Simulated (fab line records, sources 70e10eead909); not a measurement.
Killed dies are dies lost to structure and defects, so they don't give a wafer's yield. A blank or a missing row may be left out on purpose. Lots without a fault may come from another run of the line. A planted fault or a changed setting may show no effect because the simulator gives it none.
Which tool did it? | flow nand_harc | 14 lots, 42 wafers sampled, at 4 steps of a route of 1159

WHAT THE GAUGES READ, wafer by wafer
The record holds no reading of a measuring or inspecting step that can be judged against a usual standard deviation.

WHICH TOOL RAN EACH LOT (tool, then ch and the chambers of the sampled wafers, then the start)
lot  | NHARC_A_STAIRCASE_TRIM_198                    | NHARC_A_STAIRCASE_DEVELOP_216     | NHARC_A_STAIRCASE_TRIM_224     | NHARC_A_STAIRCASE_ETCH_225
L273 | rie_diel-05 ch 0,3, day 10 13:00 or earlier   | litho_track-05 ch 0, day 10 13:00 | rie_diel-10 ch 2,3, no start   | rie_diel-10 ch 0,1,2, no start
L274 | rie_diel-10 ch 0,1,2, day 11 11:00 or earlier | litho_track-02 ch 0, day 11 11:00 | rie_diel-05 ch 1,2,3, no start | rie_diel-05 ch 0,1,3, no start
L282 | rie_diel-05 ch 1,2, day 13 07:00 or earlier   | litho_track-02, day 13 07:00      | rie_diel-05 ch 0,1, no start   | rie_diel-05 ch 0,2, no start
L280 | rie_diel-05 ch 0,2, day 13 08:00 or earlier   | litho_track-07, day 13 08:00      | rie_diel-10 ch 1,2,3, no start | rie_diel-10 ch 1,2,3, no start
L287 | rie_diel-10 ch 0,1,2, day 14 12:00 or earlier | litho_track-05 ch 0, day 14 12:00 | rie_diel-05 ch 1,2,3, no start | rie_diel-05 ch 1,2,3, no start
L286 | rie_diel-05 ch 1,2,3, day 14 12:00 or earlier | litho_track-02 ch 0, day 14 12:00 | rie_diel-10 ch 0,2,3, no start | rie_diel-10 ch 1,3, no start
L285 | rie_diel-05 ch 1,2, day 14 19:00 or earlier   | litho_track-02 ch 0, day 14 19:00 | rie_diel-10 ch 0,1, no start   | rie_diel-10 ch 2,3, no start
L289 | rie_diel-01 ch 1,2, day 15 01:00 or earlier   | litho_track-02 ch 0, day 15 01:00 | rie_diel-10 ch 0,1,3, no start | rie_diel-10 ch 1,3, no start
L288 | rie_diel-05 ch 0,2, day 15 02:00 or earlier   | litho_track-07 ch 0, day 15 02:00 | rie_diel-05 ch 0,1,2, no start | rie_diel-05 ch 0,1,2, no start
L291 | rie_diel-10 ch 0,1,3, day 15 15:00 or earlier | litho_track-05 ch 0, day 15 15:00 | rie_diel-05 ch 0,2,3, no start | rie_diel-05 ch 0,1,3, no start
L293 | rie_diel-01 ch 1,2, day 16 02:00 or earlier   | litho_track-07 ch 0, day 16 02:00 | rie_diel-05 ch 0,2, no start   | rie_diel-05 ch 0,3, no start
L294 | rie_diel-05 ch 0,3, day 16 03:00 or earlier   | litho_track-02 ch 0, day 16 03:00 | rie_diel-10 ch 1,2,3, no start | rie_diel-10 ch 0,1,2, no start
L296 | rie_diel-05 ch 1,2,3, day 16 11:00 or earlier | litho_track-02 ch 0, day 16 11:00 | rie_diel-01 ch 1,3, no start   | rie_diel-01 ch 0,3, no start
L295 | rie_diel-10 ch 0,1,2, day 16 16:00 or earlier | litho_track-02 ch 0, day 16 16:00 | rie_diel-05 ch 1,2,3, no start | rie_diel-05 ch 0,3, no start
- NHARC_A_STAIRCASE_TRIM_198: chemistry O2, time 211.2 s.
- NHARC_A_STAIRCASE_DEVELOP_216: time 140 s.
- NHARC_A_STAIRCASE_TRIM_224: chemistry O2, time 211.2 s.
- NHARC_A_STAIRCASE_ETCH_225: etches the open film in C4F8/O2, target depth 100 nm, time 40.5 s.

WHAT THE TOOLS THEMSELVES READ (means of the sampled wafers that have a number; where no wafer has one, the mark that the record gives instead)
NHARC_A_STAIRCASE_TRIM_198. Usual: chamber_pressure_mTorr 60.00 mTorr, standard deviation 0.051; drypump_motor_current_A 5.6 A, standard deviation 0.4; mfc_ar_sccm 0.019 sccm, standard deviation 0.014; oes_product_au 1.002 a.u., standard deviation 0.0072; rf_vpp_V 57.7 V, standard deviation 0.94; showerhead_plenum_p_Torr 3.52 Torr, standard deviation 0.17; throttle_valve_pct 17.038 %, standard deviation 0.0086.
lot  | tool        | chamber_pressure_mTorr (mTorr) | drypump_motor_current_A (A) | mfc_ar_sccm (sccm) | oes_product_au (a.u.) | rf_vpp_V (V) | showerhead_plenum_p_Torr (Torr) | throttle_valve_pct (%) | flag
L273 | rie_diel-05 | 59.97                          | 5.7                         | 0.022              | 0.995                 | 57.7         | 3.34                            | 17.039                 |
L274 | rie_diel-10 | 60.00                          | 5.6                         | 0.027              | 1.004                 | 56.9         | 3.62                            | 17.038                 |
L282 | rie_diel-05 | 60.01                          | 5.8                         | 0.004              | 1.002                 | 57.5         | 3.52                            | 17.035                 |
L280 | rie_diel-05 | 60.03                          | 5.8                         | 0.022              | 0.992                 | 57.3         | 3.36                            | 17.041                 |
L287 | rie_diel-10 | 59.99                          | 5.6                         | 0.027              | 1.001                 | 57.8         | 3.61                            | 17.041                 |
L286 | rie_diel-05 | 59.91                          | 5.5                         | 0.008              | 1.004                 | 57.7         | 3.50                            | 17.046                 |
L285 | rie_diel-05 | 59.99                          | 5.8                         | 0.004              | 1.003                 | 57.7         | 3.52                            | 17.044                 |
L289 | rie_diel-01 | 59.97                          | 5.6                         | 0.013              | 1.000                 | 58.2         | 3.45                            | 17.020                 |
L288 | rie_diel-05 | 60.02                          | 5.8                         | 0.022              | 0.995                 | 58.0         | 3.35                            | 17.039                 |
L291 | rie_diel-10 | 60.06                          | 5.3                         | 0.024              | 1.008                 | 58.8         | 3.58                            | 17.031                 |
L293 | rie_diel-01 | 59.96                          | 5.6                         | 0.013              | 1.008                 | 57.1         | 3.44                            | 17.044                 |
L294 | rie_diel-05 | 59.95                          | 5.7                         | 0.022              | 1.008                 | 58.3         | 3.68                            | 17.039                 |
L296 | rie_diel-05 | 60.01                          | 5.4                         | 0.008              | 1.007                 | 57.7         | 3.49                            | 17.039                 |
L295 | rie_diel-10 | 60.02                          | 5.6                         | 0.027              | 1.002                 | 57.7         | 3.60                            | 17.033                 |

NHARC_A_STAIRCASE_DEVELOP_216. Usual: chill_plate_temp_C 23.00 C, standard deviation 0.11; exhaust_pa 44.9 Pa, standard deviation 0.94.
lot  | tool           | chill_plate_temp_C (C) | exhaust_pa (Pa) | flag
L273 | litho_track-05 | 22.93                  | 45.3            |
L274 | litho_track-02 | 22.87                  | 45.1            |
L282 | litho_track-02 | -                      | -               | OFF
L280 | litho_track-07 | -                      | -               | OFF
L287 | litho_track-05 | 22.89                  | 45.2            |
L286 | litho_track-02 | 23.03                  | 45.5            |
L285 | litho_track-02 | 23.10                  | 44.3            |
L289 | litho_track-02 | 23.02                  | 44.5            |
L288 | litho_track-07 | 22.88                  | 43.9            |
L291 | litho_track-05 | 23.06                  | 46.3            |
L293 | litho_track-07 | 22.92                  | 44.5            |
L294 | litho_track-02 | 22.99                  | 43.7            |
L296 | litho_track-02 | 23.15                  | 44.9            |
L295 | litho_track-02 | 23.00                  | 45.4            |

NHARC_A_STAIRCASE_TRIM_224. Usual: chamber_pressure_mTorr 60.00 mTorr, standard deviation 0.053; drypump_motor_current_A 5.6 A, standard deviation 0.41; mfc_ar_sccm 0.021 sccm, standard deviation 0.014; oes_product_au 1.002 a.u., standard deviation 0.0073; rf_vpp_V 57.8 V, standard deviation 0.92; showerhead_plenum_p_Torr 3.55 Torr, standard deviation 0.16; throttle_valve_pct 17.038 %, standard deviation 0.0086.
lot  | tool        | chamber_pressure_mTorr (mTorr) | drypump_motor_current_A (A) | mfc_ar_sccm (sccm) | oes_product_au (a.u.) | rf_vpp_V (V) | showerhead_plenum_p_Torr (Torr) | throttle_valve_pct (%) | flag
L273 | rie_diel-10 | 59.94                          | 5.8                         | 0.041              | 1.007                 | 58.4         | 3.70                            | 17.038                 |
L274 | rie_diel-05 | 59.99                          | 5.5                         | 0.008              | 0.998                 | 58.3         | 3.51                            | 17.032                 |
L282 | rie_diel-05 | 60.00                          | 6.1                         | 0.018              | 0.997                 | 57.6         | 3.35                            | 17.042                 |
L280 | rie_diel-10 | 60.01                          | 5.6                         | 0.032              | 0.997                 | 58.1         | 3.71                            | 17.045                 |
L287 | rie_diel-05 | 59.99                          | 5.5                         | 0.008              | 1.002                 | 58.0         | 3.50                            | 17.033                 |
L286 | rie_diel-10 | 59.99                          | 5.6                         | 0.033              | 1.004                 | 58.3         | 3.56                            | 17.027                 |
L285 | rie_diel-10 | 60.00                          | 5.4                         | 0.018              | 1.000                 | 57.5         | 3.63                            | 17.041                 |
L289 | rie_diel-10 | 59.97                          | 5.3                         | 0.024              | 1.006                 | 57.8         | 3.59                            | 17.042                 |
L288 | rie_diel-05 | 60.01                          | 5.8                         | 0.013              | 0.988                 | 57.3         | 3.43                            | 17.041                 |
L291 | rie_diel-05 | 59.94                          | 5.4                         | 0.017              | 0.999                 | 57.2         | 3.60                            | 17.040                 |
L293 | rie_diel-05 | 60.01                          | 5.8                         | 0.022              | 0.999                 | 58.5         | 3.71                            | 17.038                 |
L294 | rie_diel-10 | 60.02                          | 5.6                         | 0.032              | 1.004                 | 58.6         | 3.70                            | 17.037                 |
L296 | rie_diel-01 | 59.98                          | 5.7                         | 0.036              | 1.006                 | 58.8         | 3.70                            | 17.036                 |
L295 | rie_diel-05 | 60.02                          | 5.4                         | 0.008              | 1.011                 | 58.0         | 3.49                            | 17.029                 |

NHARC_A_STAIRCASE_ETCH_225. Usual: chamber_pressure_mTorr 24.997 mTorr, standard deviation 0.025; oes_product_au 0.943 a.u., standard deviation 0.0087; rf_vpp_V 897 V, standard deviation 6.2.
lot  | tool        | chamber_pressure_mTorr (mTorr) | oes_product_au (a.u.) | rf_vpp_V (V) | flag
L273 | rie_diel-10 | 25.011                         | 0.951                 | 900          |
L274 | rie_diel-05 | 24.997                         | 0.935                 | 892          |
L282 | rie_diel-05 | 25.009                         | 0.941                 | 889          |
L280 | rie_diel-10 | 24.975                         | 0.936                 | 904          |
L287 | rie_diel-05 | 25.007                         | 0.943                 | 895          |
L286 | rie_diel-10 | 25.001                         | 0.938                 | 904          |
L285 | rie_diel-10 | 24.992                         | 0.939                 | 901          |
L289 | rie_diel-10 | 24.996                         | 0.943                 | 904          |
L288 | rie_diel-05 | 25.004                         | 0.946                 | 893          |
L291 | rie_diel-05 | 25.001                         | 0.941                 | 898          |
L293 | rie_diel-05 | 25.000                         | 0.941                 | 897          |
L294 | rie_diel-10 | 24.984                         | 0.948                 | 899          |
L296 | rie_diel-01 | 25.011                         | 0.943                 | 901          |
L295 | rie_diel-05 | 25.021                         | 0.942                 | 902          |

THE ANSWER, worked out from the rows above alone
Rule: a lot is off if the mean of its wafers that have a number lies more than 3 standard deviations from the usual mean. A lot without any number at a reading at which 4 lots or more have one is off too. The other lots that the step has rows for count as sound. The gauges are gone through in route order, then the tools' own readings, and for those a lot's mean is taken as printed above. The first step at which some lot is off is used, and at that step the reading that is off furthest; a lot without a number counts as furthest.
Off: L282, L280, at NHARC_A_STAIRCASE_DEVELOP_216 (chill_plate_temp_C). Without a number there: L282, L280.
A tool fits if, at that step or a process step before it, it ran every lot that is off, and no sound lot after the first of them. NHARC_A_STAIRCASE_TRIM_198 gives no start for some lots, so the hours and the order of its lots are those of NHARC_A_STAIRCASE_DEVELOP_216. None of those tried fits.

WHAT THE SIMULATOR HAD PUT IN
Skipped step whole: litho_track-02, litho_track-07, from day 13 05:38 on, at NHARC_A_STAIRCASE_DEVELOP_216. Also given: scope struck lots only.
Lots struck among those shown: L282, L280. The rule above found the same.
